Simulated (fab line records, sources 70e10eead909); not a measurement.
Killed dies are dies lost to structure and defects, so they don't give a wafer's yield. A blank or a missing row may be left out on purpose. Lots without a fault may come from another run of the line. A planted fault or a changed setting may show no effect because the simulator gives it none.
A lot that was struck, set against a sound lot || flow nand_harc || 14 out of 1159 route steps
Sound: the wafers L648.1, L648.3, L648.4. Struck: wafers L656.1, L656.4. (L656.5 of the same lot was not struck and is left out.) The cause comes at the end.
Per side, at each step with rows, come the tool, then ch with its chambers, and then its first start. Under that, the readings that differ: sound wafers || struck wafers || difference of the means || sigmas: that difference in standard deviations of wafers without a fault.
alike: same words and numbers on both sides, and readings whose means sit less than 2 such deviations apart. not compared: any withheld reading, any reading some wafer has no value for, any bound like >300 that may hide the same value, and any number with overlapping values for which the record gives no deviation.
Wherever a step has rows on one side only, a row that says differs or no value, or a row with sigmas, the two part there. Non-overlapping numbers with no deviation appear without sigmas and do not part them. A reading missing from all wafers of one side parts the sides only when that side holds two or more wafers.

first, 1 step without rows for these wafers: NHARC_A_ONON_D1_DEP_06 (target thk 1000 nm).
NHARC_A_ONON_D1_THK_MEAS_08: measures by ellipsometry.
  sound on film_metro-01, day 10 15:49; struck on film_metro-01, day 12 15:55
  alike: thk_nm
then, 1 step without rows for these wafers: NHARC_A_ONON_D1_DEP_09 (target thk 1000 nm).
NHARC_A_ONON_D1_THK_MEAS_11: measures by ellipsometry.
  sound on film_metro-02, day 10 16:23; struck on film_metro-01, day 12 16:29
{"reading": "thk_nm (nm)", "sound": "986 986 986", "struck": "1019 1019", "difference": "+33", "sigmas": "+3"}
then, 1 step without rows for these wafers: NHARC_A_ONON_D1_DEP_12 (target thk 1000 nm).
NHARC_A_ONON_D1_THK_MEAS_14: measures by ellipsometry.
  sound on film_metro-02, day 10 16:58; struck on film_metro-02, day 12 17:04
  alike: thk_nm
then, 2 steps without rows for these wafers: NHARC_A_ONON_D1_ANNEAL_15 (time 3600 s); NHARC_A_ONON_D1_DEP_16 (target thk 1000 nm).
NHARC_A_ONON_D1_THK_MEAS_18: measures by ellipsometry.
  sound on film_metro-02, day 11 00:58; struck on film_metro-02, day 13 00:14
  alike: thk_nm
then, 1 step without rows for these wafers: NHARC_A_ONON_D1_DEP_19 (target thk 1000 nm).
NHARC_A_ONON_D1_THK_MEAS_21: measures by ellipsometry.
  sound on film_metro-02, day 11 01:32; struck on film_metro-02, day 13 00:47
  alike: thk_nm
NHARC_A_ONON_D1_DEP_22: target thk 1000 nm.
  sound on pecvd_onon-03 ch 0, day 11 01:35; struck on pecvd_onon-02 ch 0, day 13 00:51
{"reading": "n2o_flow_sccm (sccm)", "sound": "1996 1992 1997", "struck": "2014 2001", "difference": "+12", "sigmas": "+2"}
  alike: n2_flow_sccm
NHARC_A_ONON_D1_THK_MEAS_24: measures by ellipsometry.
  sound on film_metro-02, day 11 02:06; struck on film_metro-01, day 13 01:23
{"reading": "thk_nm (nm)", "sound": "992 990 993", "struck": "1058 1056", "difference": "+65", "sigmas": "+8"}
then, 1 step without rows for these wafers: NHARC_A_ONON_D1_DEP_25 (target thk 1000 nm).

== WHERE THEY PART ==
Last at NHARC_A_ONON_D1_THK_MEAS_24 as far as this record goes, first at NHARC_A_ONON_D1_THK_MEAS_11.

WHY: the cause the simulator had injected
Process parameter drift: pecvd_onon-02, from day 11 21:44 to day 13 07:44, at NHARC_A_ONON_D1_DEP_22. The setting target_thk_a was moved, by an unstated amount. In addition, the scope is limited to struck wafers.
